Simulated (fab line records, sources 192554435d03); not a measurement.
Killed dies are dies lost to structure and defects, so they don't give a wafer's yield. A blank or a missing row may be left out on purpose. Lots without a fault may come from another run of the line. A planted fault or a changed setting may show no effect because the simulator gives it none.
Which tool did it? | flow n5_finfet | 14 lots, 42 wafers sampled, at 1 step of a route of 1938

WHAT THE GAUGES READ, wafer by wafer
N5_BEOL_M15_OVL_MEAS_11. Usual: V14_OVL -3 nm, standard deviation 4.8.
lot  | measured     | on         | V14_OVL (nm) | flag
L490 | day 11 09:59 | overlay-02 | 5 -4 10      |
L492 | day 11 19:51 | overlay-01 | -7 -4 -5     |
L494 | day 12 05:36 | overlay-01 | 3 -6 0       |
L495 | day 12 12:01 | overlay-02 | -5 -7 -4     |
L496 | day 13 01:04 | overlay-01 | -5 1 6       |
L497 | day 13 01:55 | overlay-02 | 0 5 2        |
L498 | day 13 05:13 | overlay-01 | -12 -3 -10   |
L499 | day 13 17:57 | overlay-01 | -6 -7 -5     |
L500 | day 13 21:26 | overlay-01 | -2 -2 4      |
L502 | day 14 04:01 | overlay-01 | 4 -3 6       |
L501 | day 14 06:35 | overlay-02 | -11 -5 -8    |
L512 | day 16 19:28 | overlay-02 | -4 -11 -8    |
L511 | day 17 08:07 | overlay-01 | -5 -5 -6     |
L513 | day 17 08:50 | overlay-01 | -3 -8 -3     |

WHICH TOOL RAN EACH LOT (tool, then ch and the chambers of the sampled wafers, then the start)
The record holds no process step before these readings.

WHAT THE TOOLS THEMSELVES READ (means of the sampled wafers that have a number; where no wafer has one, the mark that the record gives instead)
The record holds no such reading with a usual standard deviation.

THE ANSWER, worked out from the rows above alone
Rule: a lot is off if the mean of its wafers that have a number lies more than 3 standard deviations from the usual mean. A lot without any number at a reading at which 4 lots or more have one is off too. The other lots that the step has rows for count as sound. The gauges are gone through in route order, then the tools' own readings, and for those a lot's mean is taken as printed above. The first step at which some lot is off is used, and at that step the reading that is off furthest; a lot without a number counts as furthest.
No lot is off at any reading shown: from this, nothing can be told.

WHAT THE SIMULATOR HAD PUT IN
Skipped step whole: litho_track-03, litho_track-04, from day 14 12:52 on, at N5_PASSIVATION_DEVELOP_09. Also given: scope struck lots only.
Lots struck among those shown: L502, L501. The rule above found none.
